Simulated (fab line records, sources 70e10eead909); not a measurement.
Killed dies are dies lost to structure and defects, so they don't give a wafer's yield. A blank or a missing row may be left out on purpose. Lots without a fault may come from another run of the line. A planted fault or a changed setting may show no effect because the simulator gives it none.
Which tool did it? | flow nand_harc | 12 lots, 36 wafers sampled, at 4 steps of a route of 1159

WHAT THE GAUGES READ, wafer by wafer
NHARC_P_CONTACT_CD_MEAS_19. Usual: cd_nm 89.5 nm, standard deviation 1.4.
lot  | measured     | on        | cd_nm (nm)     | flag
L244 | day 5 19:42  | cd_sem-03 | 89.9 90.0 91.6 |
L245 | day 5 21:53  | cd_sem-03 | 91.6 90.3 88.5 |
L246 | day 6 07:57  | cd_sem-02 | 89.9 88.1 91.6 |
L252 | day 7 13:49  | cd_sem-02 | 88.0 90.3 90.1 |
L253 | day 7 22:38  | cd_sem-03 | 90.7 88.8 90.2 |
L254 | day 7 23:10  | cd_sem-02 | 87.6 88.8 87.9 |
L258 | day 8 19:50  | cd_sem-01 | 89.4 87.2 90.0 |
L255 | day 8 20:44  | cd_sem-01 | 87.2 85.6 86.9 |
L259 | day 9 10:28  | cd_sem-03 | 89.4 89.0 89.9 |
L260 | day 9 10:50  | cd_sem-03 | 86.4 88.8 88.8 |
L264 | day 10 15:22 | cd_sem-02 | 89.6 89.1 91.4 |
L267 | day 11 08:31 | cd_sem-02 | 90.9 88.2 88.7 |

NHARC_P_M0_CD_MEAS_09: target cd 90 nm. Usual: cd_nm 90.0 nm, standard deviation 0.65.
lot  | measured     | on        | cd_nm (nm)     | flag
L244 | day 6 05:30  | cd_sem-02 | 91.1 89.4 91.1 |
L245 | day 6 05:59  | cd_sem-02 | 90.6 90.8 90.7 |
L246 | day 6 11:05  | cd_sem-01 | 90.9 89.5 90.2 |
L252 | day 7 18:31  | cd_sem-01 | 89.1 89.6 89.5 |
L253 | day 8 02:01  | cd_sem-03 | 90.6 89.6 90.1 |
L254 | day 8 02:59  | cd_sem-02 | 91.4 89.3 90.8 |
L258 | day 8 22:59  | cd_sem-01 | 90.1 90.1 90.9 |
L255 | day 8 23:55  | cd_sem-03 | 90.7 90.0 90.6 |
L259 | day 9 20:07  | cd_sem-03 | 89.7 90.4 90.4 |
L260 | day 9 23:29  | cd_sem-02 | 89.0 90.5 89.7 |
L264 | day 10 18:48 | cd_sem-03 | 93.8 90.0 89.9 |
L267 | day 11 13:34 | cd_sem-01 | 89.0 88.7 89.1 |

WHICH TOOL RAN EACH LOT (tool, then ch and the chambers of the sampled wafers, then the start)
lot  | NHARC_P_CONTACT_DEGAS_38     | NHARC_P_M0_PEB_07
L244 | pvd_sputter-02, day 5 20:29  | litho_track-04 ch 0, day 6 05:25
L245 | pvd_sputter-02, day 5 22:37  | litho_track-04 ch 0, day 6 05:55
L246 | pvd_sputter-03, day 6 08:40  | litho_track-06 ch 0, day 6 11:00
L252 | pvd_sputter-02, day 7 14:35  | litho_track-06 ch 0, day 7 18:26
L253 | pvd_sputter-02, day 7 23:31  | litho_track-04 ch 0, day 8 01:55
L254 | pvd_sputter-02, day 7 23:58  | litho_track-06 ch 0, day 8 02:54
L258 | pvd_sputter-03, day 8 20:34  | litho_track-06 ch 0, day 8 22:54
L255 | pvd_sputter-03, day 8 21:29  | litho_track-06 ch 0, day 8 23:49
L259 | pvd_sputter-02, day 9 11:14  | litho_track-04 ch 0, day 9 20:02
L260 | pvd_sputter-03, day 9 11:35  | litho_track-04 ch 0, day 9 23:23
L264 | pvd_sputter-01, day 10 16:06 | litho_track-04 ch 0, day 10 18:43
L267 | pvd_sputter-03, day 11 09:14 | litho_track-01 ch 0, day 11 13:29
- NHARC_P_CONTACT_DEGAS_38: time 60 s.
- NHARC_P_M0_PEB_07: peb time 65 s.

WHAT THE TOOLS THEMSELVES READ (means of the sampled wafers that have a number; where no wafer has one, the mark that the record gives instead)
NHARC_P_CONTACT_DEGAS_38. Usual: heater_power_w 488 W, standard deviation 78.
lot  | tool           | heater_power_w (W) | flag
L244 | pvd_sputter-02 | 432                |
L245 | pvd_sputter-02 | 466                |
L246 | pvd_sputter-03 | 503                |
L252 | pvd_sputter-02 | 494                |
L253 | pvd_sputter-02 | 451                |
L254 | pvd_sputter-02 | 489                |
L258 | pvd_sputter-03 | 507                |
L255 | pvd_sputter-03 | 508                |
L259 | pvd_sputter-02 | 486                |
L260 | pvd_sputter-03 | 501                |
L264 | pvd_sputter-01 | 468                |
L267 | pvd_sputter-03 | 490                |

THE ANSWER, worked out from the rows above alone
Rule: a lot is off if the mean of its wafers that have a number lies more than 3 standard deviations from the usual mean. A lot without any number at a reading at which 4 lots or more have one is off too. The other lots that the step has rows for count as sound. The gauges are gone through in route order, then the tools' own readings, and for those a lot's mean is taken as printed above. The first step at which some lot is off is used, and at that step the reading that is off furthest; a lot without a number counts as furthest.
No lot is off at any reading shown: from this, nothing can be told.

WHAT THE SIMULATOR HAD PUT IN
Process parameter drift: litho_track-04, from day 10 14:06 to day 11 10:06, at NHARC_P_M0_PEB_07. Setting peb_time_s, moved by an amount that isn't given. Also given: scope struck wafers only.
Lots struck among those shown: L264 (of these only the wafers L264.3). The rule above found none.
